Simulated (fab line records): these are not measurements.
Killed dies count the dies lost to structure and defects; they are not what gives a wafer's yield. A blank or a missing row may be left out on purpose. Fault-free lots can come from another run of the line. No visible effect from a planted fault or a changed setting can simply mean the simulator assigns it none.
fab line records    flow n5Finfet
record lots=6  wafers=16  lastDay=18
route steps=1938 shown FIN_SAQP@102 BEOL_M4@1111
lots with no fault: from the same line, run without faults
startH: hours from the record's first day to the start of the lot's first wafer shown    waitH: hours elapsed since this lot's preceding step    " unchanged from the row above    L1.1+2: a single row standing in for several wafers    - either no value or no given start    * or withheld: withheld    < > ~ a bound
route shown NAME@n: a module of which the file shows steps, and the number in the route of the first    usual: average and standard deviation across the fault-free wafers    same: alike in all rows    chamber/n: place in a boat    sites: per-site readings    _std_site: the values' standard deviation    _edge_site: inner sites' mean taken away from outer sites' mean    radiusMm: how far each site lies from the wafer's centre    mask NAME#n: copy n    behind: the tool/chamber that last shaped the wafer    hold: the reason the lot was held/the length of the hold in hours/how it ended    device: whichever transistor did not switch (one of n, p or np)    end of line: the tests these same wafers got at the end of their route    a step without rows: its recipe alone    killed: at the first sort, the dies lost to defects and structure; wafer yield is something else    map: per-die view of a wafer (x killed, . not killed, _ where there is no die)
set.NAME: the setting that was run; set.NAME@STEP: the one run at that earlier step    model.NAME: the simulator's own value behind a step, which no gauge read
lots at some steps of the route; a table a step, a row a wafer
services: the hour from which a tool's chamber was out of use, counted from the record's first day as startH (under 0 if before that day), plus the number of hours and why
## steps
# step N5_FIN_SAQP_HM_DEP_72
# recipe material=SiO2  targetThkA=120  tempC=400  precursor=SiH4/N2O  pressureTorr=0.75  rfW=275  timeS=7.2
# usual heaterPowerW=784/110  showerheadPlenumPTorr=8.06/0.14
# same timeS=7.2
lot.wafer  tool      chamber  startH  waitH  heaterPowerW  showerheadPlenumPTorr
L709.1     pecvd-04  1        33.19   0.0    841           7.95
L709.5     "         1        "       "      867           7.93
L709.6     "         0        "       "      706           7.87
L713.3     pecvd-02  2        59.15   0.0    783           7.90
L713.5     "         1        "       "      827           8.20
L713.6     "         0        "       "      664           8.17
L724.4     pecvd-04  2        123.88  0.1    842           8.27
L724.5     "         1        "       "      917           7.97
L726.2     pecvd-02  1        137.75  0.0    973           8.21
L726.4     "         2        "       "      790           7.90
L728.1     pecvd-04  2        148.87  0.0    861           8.27
L728.4     "         0        "       "      618           7.87
L728.6     "         2        "       "      903           8.29
L730.2     pecvd-04  1        161.54  0.0    935           7.97
L730.3     "         0        "       "      679           7.90
L730.5     "         0        "       "      674           7.88
# step N5_FIN_SAQP_COAT_49
# recipe resist=SOC  tempC=250  timeS=60  spinRpm=1500  resistThkNm=100
# step N5_FIN_SAQP_COAT_50
# recipe resist=SiARC  tempC=220  timeS=60  spinRpm=1500  resistThkNm=35
# step N5_FIN_SAQP_COAT_10
# recipe resist=CAR-ArF  spinRpm=1500  resistThkNm=90
# step N5_FIN_SAQP_EBR_12
# recipe solvent=PGMEA  ebrWidthMm=1.5
# step N5_FIN_SAQP_SOFTBAKE_11
# recipe tempC=110  timeS=60  resist=CAR-ArF
# step N5_FIN_SAQP_EXPOSE_13
# recipe maskId=FIN_CORE  na=1.35  sourceShape=dipole  sigmaInner=0.538  sigmaOuter=0.738  polarization=te  targetCdNm=35.6  doseMj=63.25
# step N5_FIN_SAQP_PEB_14
# recipe pebTempC=withheld  pebTimeS=60  resist=CAR-ArF
# step N5_FIN_SAQP_DEVELOP_15
# recipe developTimeS=30  developer=TMAH  resist=CAR-ArF  devTempC=23  rinseLiquid=diw  dry=airSpin
# step N5_FIN_SAQP_CD_MEAS_16
# recipe targetCdNm=35.6  landingEnergyEv=500  detector=seInlens
# usual cdNm=35.53/0.28
lot.wafer  tool      chamber  startH  waitH  cdNm
L709.1     cdSem-02  0        33.66   -      35.69
L709.5     "         0        "       "      35.51
L709.6     "         0        "       "      35.72
L713.3     cdSem-02  0        59.61   -      35.38
L713.5     "         0        "       "      35.40
L713.6     "         0        "       "      35.19
L724.4     cdSem-03  0        124.31  -      35.60
L724.5     "         0        "       "      35.86
L726.2     cdSem-01  0        138.20  -      35.91
L726.4     "         0        "       "      35.72
L728.1     cdSem-02  0        149.32  -      35.56
L728.4     "         0        "       "      34.95
L728.6     "         0        "       "      35.98
L730.2     cdSem-02  0        161.99  -      35.99
L730.3     "         0        "       "      35.66
L730.5     "         0        "       "      35.84
# step N5_FIN_SAQP_OVL_MEAS_17
# recipe pointsPerWafer=44
# usual FIN_CORE_OVL=0.2/0.82
lot.wafer  tool        chamber  startH  waitH  FIN_CORE_OVL[nm]
L709.1     overlay-01  0        33.70   0.0    1.6
L709.5     "           0        "       "      0.7
L709.6     "           0        "       "      0.5
L713.3     overlay-02  0        59.64   0.0    -0.8
L713.5     "           0        "       "      -0.2
L713.6     "           0        "       "      -0.3
L724.4     overlay-02  0        124.35  0.0    -0.1
L724.5     "           0        "       "      -0.6
L726.2     overlay-02  0        138.24  0.0    -0.1
L726.4     "           0        "       "      0.8
L728.1     overlay-01  0        149.36  0.0    2.3
L728.4     "           0        "       "      0.7
L728.6     "           0        "       "      1.4
L730.2     overlay-02  0        162.02  0.0    1.4
L730.3     "           0        "       "      1.8
L730.5     "           0        "       "      2.1
# step N5_FIN_SAQP_INSPECT_18
# recipe mode=adi  inspectInstrument=brightfield
# usual rawDefectCount=438/130
lot.wafer  tool              chamber  startH  waitH  rawDefectCount
L709.1     defectInspect-02  -        33.73   0.0    624
L709.5     "                 -        "       "      373
L709.6     "                 -        "       "      371
L713.3     defectInspect-02  -        59.67   0.0    656
L713.5     "                 -        "       "      462
L713.6     "                 -        "       "      482
L724.4     defectInspect-01  -        124.37  0.0    444
L724.5     "                 -        "       "      459
L726.2     defectInspect-01  -        138.26  0.0    369
L726.4     "                 -        "       "      411
L728.1     defectInspect-02  -        149.38  0.0    259
L728.4     "                 -        "       "      200
L728.6     "                 -        "       "      315
L730.2     defectInspect-02  -        162.05  0.0    284
L730.3     "                 -        "       "      348
L730.5     "                 -        "       "      499
# step N5_FIN_SAQP_DESCUM_21
# recipe chemistry=O2  timeS=7.9  sourcePowerW=50  biasPowerW=20  pressureMtorr=20  rfFrequencyHz=2.712e+07  tempC=40  resist=CAR-ArF  o2FlowSccm=225
# usual biasPowerW=20.00/0.058  drypumpMotorCurrentA=5.9/0.34  oesProductAu=0.76/0.08  rfVppV=242.8/1.8  showerheadPlenumPTorr=2.06/0.088  throttleValvePct=20.51/0.22
lot.wafer  tool        chamber  startH  waitH  biasPowerW  drypumpMotorCurrentA  oesProductAu  rfHoursCounterH  rfVppV  showerheadPlenumPTorr  throttleValvePct  model.CAR-ArF_of_FIN_SAQP_COAT_10.thkNm
L709.1     rieDiel-06  1        34.22   0.5    19.90       5.3                   0.68          233              242.7   1.97                   20.54             83.42
L709.5     "           1        "       "      19.92       5.4                   0.69          -                242.5   1.98                   20.55             83.62
L709.6     "           0        "       "      19.93       5.8                   0.89          -                240.4   2.05                   20.21             83.07
L713.3     rieDiel-03  1        59.70   0.0    20.03       5.9                   0.69          217              242.7   2.15                   20.89             84.3
L713.5     "           1        "       "      20.08       5.9                   0.69          -                245.2   2.15                   20.89             84.16
L713.6     "           0        "       "      20.10       5.6                   0.74          -                243.6   2.09                   20.34             83.66
L724.4     rieDiel-06  1        124.99  0.6    20.00       5.4                   0.96          -                246.0   2.23                   20.18             85.59
L724.5     "           2        "       "      19.98       6.3                   0.69          -                241.9   2.07                   20.56             85.35
L726.2     rieDiel-06  1        138.36  0.1    19.93       5.4                   0.94          14               246.0   2.23                   20.19             83.66
L726.4     "           3        "       "      20.00       6.4                   0.69          248              243.4   2.06                   20.58             85.55
L728.1     rieDiel-03  0        149.41  0.0    20.05       5.6                   0.70          211              241.2   2.08                   20.38             83.57
L728.4     "           0        "       "      20.02       5.5                   0.70          -                242.8   2.08                   20.38             83.68
L728.6     "           2        "       "      19.90       6.2                   0.75          -                240.3   1.92                   20.67             83.92
L730.2     rieDiel-03  3        163.40  1.4    19.99       6.2                   0.77          110              246.8   2.19                   20.62             83.61
L730.3     "           0        "       "      20.02       5.6                   0.69          218              245.0   2.08                   20.39             83.41
L730.5     "           3        "       "      19.92       6.1                   0.78          -                245.7   2.19                   20.62             83.57
# step N5_FIN_SAQP_ETCH_51
# recipe chemistry=CF4  target=SiARC  targetDepthA=455  maskMaterial=CAR-ArF  timeS=75.8  ionEnergyEv=80  pressureMtorr=40  sourceW=545  biasW=36  Ar_flow_sccm=100  cf4FlowSccm=100  ends=cleared
# usual drypumpMotorCurrentA=5.9/0.35  etchRfOnTimeS=75.8/1.1  oesProductAu=0.65/0.067  rfVppV=183.7/1.3  showerheadPlenumPTorr=2.11/0.086  throttleValvePct=15.70/0.23
lot.wafer  tool        chamber  startH  waitH  drypumpMotorCurrentA  etchRfOnTimeS  oesProductAu  rfHoursCounterH  rfVppV  showerheadPlenumPTorr  throttleValvePct  model.CAR-ArF_of_FIN_SAQP_COAT_10.thkNm
L709.1     rieDiel-06  1        34.26   0.0    5.4                   76.1           0.59          233              181.8   2.03                   15.79             50.89
L709.5     "           1        "       "      5.4                   76.4           0.59          -                182.5   2.03                   15.80             50.99
L709.6     "           0        "       "      5.8                   75.1           0.76          -                183.8   2.09                   15.36             50.51
L713.3     rieDiel-03  1        59.73   0.0    5.9                   77.1           0.60          217              184.4   2.20                   16.11             51.56
L713.5     "           1        "       "      5.9                   76.1           0.60          -                184.6   2.20                   16.09             51.49
L713.6     "           0        "       "      5.6                   75.4           0.64          -                183.6   2.13                   15.50             50.87
L724.4     rieDiel-06  1        125.04  0.0    5.4                   73.6           0.82          -                185.9   2.27                   15.34             53.05
L724.5     "           2        "       "      6.3                   76.8           0.59          -                185.1   2.11                   15.77             52.7
L726.2     rieDiel-06  1        138.39  0.0    5.3                   73.6           0.80          14               186.8   2.27                   15.34             51.1
L726.4     "           3        "       "      6.4                   75.3           0.58          248              183.3   2.11                   15.80             52.91
L728.1     rieDiel-03  0        149.45  0.0    5.6                   76.6           0.60          211              183.7   2.12                   15.59             51.08
L728.4     "           0        "       "      5.6                   76.3           0.61          -                184.6   2.12                   15.58             51.13
L728.6     "           2        "       "      6.2                   76.2           0.64          -                182.7   1.98                   15.84             51.42
L730.2     rieDiel-03  3        163.44  0.0    6.1                   75.3           0.67          110              184.6   2.25                   15.85             50.85
L730.3     "           0        "       "      5.5                   76.6           0.61          218              183.6   2.12                   15.58             50.65
L730.5     "           3        "       "      6.1                   75.7           0.67          -                184.3   2.25                   15.85             50.79
# step N5_FIN_SAQP_ETCH_52
# recipe chemistry=N2/H2  target=SOC  targetDepthA=1000  overetchA=200  maskMaterial=SiARC  tempC=40  timeS=150  ionEnergyEv=200  pressureMtorr=30  sourceW=840  biasW=150  n2FlowSccm=200  h2FlowSccm=200  ends=endPoint
# usual drypumpMotorCurrentA=5.9/0.35  oesProductAu=0.68/0.066  rfVppV=523/3.2  showerheadPlenumPTorr=2.51/0.11  throttleValvePct=17.93/0.24
lot.wafer  tool        chamber  startH  waitH  drypumpMotorCurrentA  oesProductAu  rfHoursCounterH  rfVppV  showerheadPlenumPTorr  throttleValvePct
L709.1     rieDiel-06  1        34.31   0.0    5.4                   0.62          233              520     2.40                   18.13
L709.5     "           1        "       "      5.3                   0.63          -                519     2.40                   18.12
L709.6     "           0        "       "      5.8                   0.80          -                521     2.48                   17.58
L713.3     rieDiel-03  1        59.79   0.0    5.9                   0.62          217              526     2.63                   18.37
L713.5     "           1        "       "      5.9                   0.63          -                525     2.63                   18.38
L713.6     "           0        "       "      5.6                   0.67          -                523     2.53                   17.68
L724.4     rieDiel-06  1        125.11  0.0    5.4                   0.85          -                529     2.71                   17.70
L724.5     "           2        "       "      6.3                   0.62          -                522     2.51                   18.01
L726.2     rieDiel-06  1        138.45  0.0    5.4                   0.82          14               527     2.71                   17.74
L726.4     "           3        "       "      6.5                   0.61          248              524     2.51                   18.07
L728.1     rieDiel-03  0        149.50  0.0    5.6                   0.64          211              523     2.52                   17.74
L728.4     "           0        "       "      5.6                   0.63          -                522     2.52                   17.75
L728.6     "           2        "       "      6.1                   0.67          -                517     2.34                   18.04
L730.2     rieDiel-03  3        163.49  0.0    6.2                   0.70          110              526     2.67                   18.00
L730.3     "           0        "       "      5.6                   0.64          218              523     2.51                   17.75
L730.5     "           3        "       "      6.1                   0.69          -                527     2.67                   18.01
# step N5_BEOL_M4_RC_MEAS_101
# usual DIBL_N=35.9/1.3  DIBL_P=36.3/1.5  IOFF_N=0.153/0.023  IOFF_P=0.208/0.028  ION_N=672/9.7  ION_P=462/6.6  SS_N=71.5/0.53  SS_P=73.3/0.59  VT_N=250.4/2.7  VT_P=-250.5/3
lot.wafer  tool       chamber  startH  waitH  DIBL_N[mV/V]  DIBL_P[mV/V]  IOFF_N[nA/um]  IOFF_P[nA/um]  ION_N[uA/um]  ION_P[uA/um]  SS_N[mV/dec]  SS_P[mV/dec]  VT_N[mV]  VT_P[mV]
L709.1     prober-02  0        193.95  0.0    33.0          34.8          0.126          0.177          661           457           71.0          72.7          252.8     -253.0
L709.5     "          0        "       "      32.1          33.9          0.117          0.175          657           457           71.2          72.4          253.0     -250.2
L709.6     "          0        "       "      34.4          37.3          0.152          0.218          677           461           72.0          73.5          248.1     -248.3
L713.3     prober-01  0        223.31  0.3    36.6          35.9          0.155          0.214          669           459           72.1          73.2          248.1     -249.8
L713.5     "          0        "       "      36.7          36.9          0.171          0.230          677           467           72.6          73.8          249.9     -249.7
L713.6     "          0        "       "      36.9          37.0          0.174          0.235          682           472           71.8          73.8          248.4     -250.1
L724.4     prober-01  0        279.64  0.5    35.7          37.3          0.153          0.196          662           456           71.6          73.7          249.3     -252.0
L724.5     "          0        "       "      35.0          36.5          0.142          0.182          683           465           70.8          73.4          250.0     -256.8
L726.2     prober-01  0        303.27  0.7    34.7          36.0          0.153          0.238          674           464           71.0          74.1          249.5     -247.3
L726.4     "          0        "       "      33.8          34.3          0.130          0.206          659           463           70.7          72.8          253.6     -248.2
L728.1     prober-02  0        313.17  0.0    36.0          37.0          0.158          0.206          682           463           71.5          73.6          249.5     -248.8
L728.4     "          0        "       "      36.5          37.6          0.170          0.213          671           457           72.0          74.4          249.0     -249.0
L728.6     "          0        "       "      35.9          36.4          0.157          0.202          674           462           71.7          73.3          247.9     -253.1
L730.2     prober-02  0        336.56  0.2    37.9          37.7          0.182          0.238          683           473           71.5          73.2          245.8     -247.1
L730.3     "          0        "       "      36.0          36.0          0.151          0.204          684           464           70.7          72.9          247.6     -249.7
L730.5     "          0        "       "      35.7          35.8          0.147          0.208          686           468           71.6          72.5          248.5     -248.9
## services
tool        chamber  startH  hours  kind
pecvd-04    2        21.16   -      clean
rieDiel-03  1        31.15   8.8    repair
pecvd-04    1        53.59   4.6    repair
rieDiel-03  3        54.33   32.3   repair
rieDiel-06  1        87.45   -      clean
rieDiel-06  1        87.45   -      consumableReplace:focusRing
rieDiel-06  1        87.45   -      consumableReplace:showerhead
rieDiel-06  1        87.45   24.6   scheduledDown
rieDiel-06  1        87.45   24.6   ventCycle
pecvd-02    -        115.42  1.9    repair
rieDiel-06  0        131.83  6.3    repair
rieDiel-03  1        141.03  -      clean
rieDiel-03  1        141.03  -      consumableReplace:focusRing
rieDiel-03  1        141.03  15.4   scheduledDown
rieDiel-03  1        141.03  15.4   ventCycle
rieDiel-06  3        142.93  -      clean
rieDiel-06  3        142.93  -      consumableReplace:focusRing
rieDiel-06  3        142.93  10.0   scheduledDown
rieDiel-06  3        142.93  10.0   ventCycle
rieDiel-06  2        158.69  -      clean
rieDiel-06  2        158.69  -      consumableReplace:focusRing
rieDiel-06  2        158.69  12.5   scheduledDown
rieDiel-06  2        158.69  12.5   ventCycle
rieDiel-03  0        160.20  1.9    repair
## key
firstSign none at tools or gauges
modelEffect step=N5_FIN_SAQP_DESCUM_21  value=CAR-ArF_of_FIN_SAQP_COAT_10.thkNm  without=83.57  struck=85.5
modelEffect step=N5_FIN_SAQP_ETCH_51  value=CAR-ArF_of_FIN_SAQP_COAT_10.thkNm  without=50.96  struck=52.89
metAt N5_FIN_SAQP_DESCUM_21
struckWafers L724.4,L724.5,L726.4
onsetBetween 34.22 124.99
fault kind=processParameterDrift  tool=rieDiel-06  chamber=-  onsetH=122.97  steps=N5_FIN_SAQP_DESCUM_21  channel=timeS  offset=*  shape=step  endH=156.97  scope=struckWafersOnly  actsIn=*  stated=*
